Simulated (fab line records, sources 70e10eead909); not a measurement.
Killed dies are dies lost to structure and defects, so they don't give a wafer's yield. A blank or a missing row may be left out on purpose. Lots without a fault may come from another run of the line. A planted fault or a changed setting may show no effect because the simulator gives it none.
Chamber matching | flow nand_harc | NHARC_P_BONDPAD_CMP_32 on cmp-03: 4 sister chambers
The step polishes SiCN, target thk 200 nm. 4 wafers are shown with their chamber, then 9 later ones without.

WAFERS WITH THEIR CHAMBER
wafer  | chamber | motor_current_A (A)
L086.5 | 2       | 12.7
L090.1 | 0       | 11.0
L090.2 | 1       | 11.9
L090.4 | 3       | 11.8

WAFERS WITHOUT THEIR CHAMBER
wafer  | motor_current_A (A)
L092.1 | 12.6
L092.2 | 13.1
L092.4 | 11.1
L095.2 | 13.2
L095.4 | 12.7
L095.5 | 13.0
L096.1 | 11.7
L096.4 | 12.5
L096.5 | 11.1

WHICH CHAMBER EACH WENT THROUGH
wafer  | from the rows above          | in truth
L092.1 | 2                            | 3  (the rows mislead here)
L092.2 | 2                            | 2
L092.4 | 0                            | 0
L095.2 | 2                            | 2
L095.4 | 2                            | 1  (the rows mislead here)
L095.5 | 2                            | 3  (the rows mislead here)
L096.1 | can't be placed: 3 or 1      | 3
L096.4 | can't be placed: 2 or 1 or 3 | 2
L096.5 | 0                            | 0
Placed correctly: 4 of 9. Can't be placed from these rows: 2 (the true chamber is among the candidates in 2). Placed wrongly: 3.
How it was worked out, from the rows above alone: a wafer's distance from a chamber is the root of the sum, over the readings, of the square of ((its reading less the chamber's mean) divided by the reading's scatter). The wafer belongs to the nearest chamber; if the next one is less than 2 further off, it can't be placed. A chamber's mean is the mean of its shown wafers. The scatter: with one shown wafer a chamber, the root of the mean of the squares of how far each hidden wafer lies from its nearest shown one.
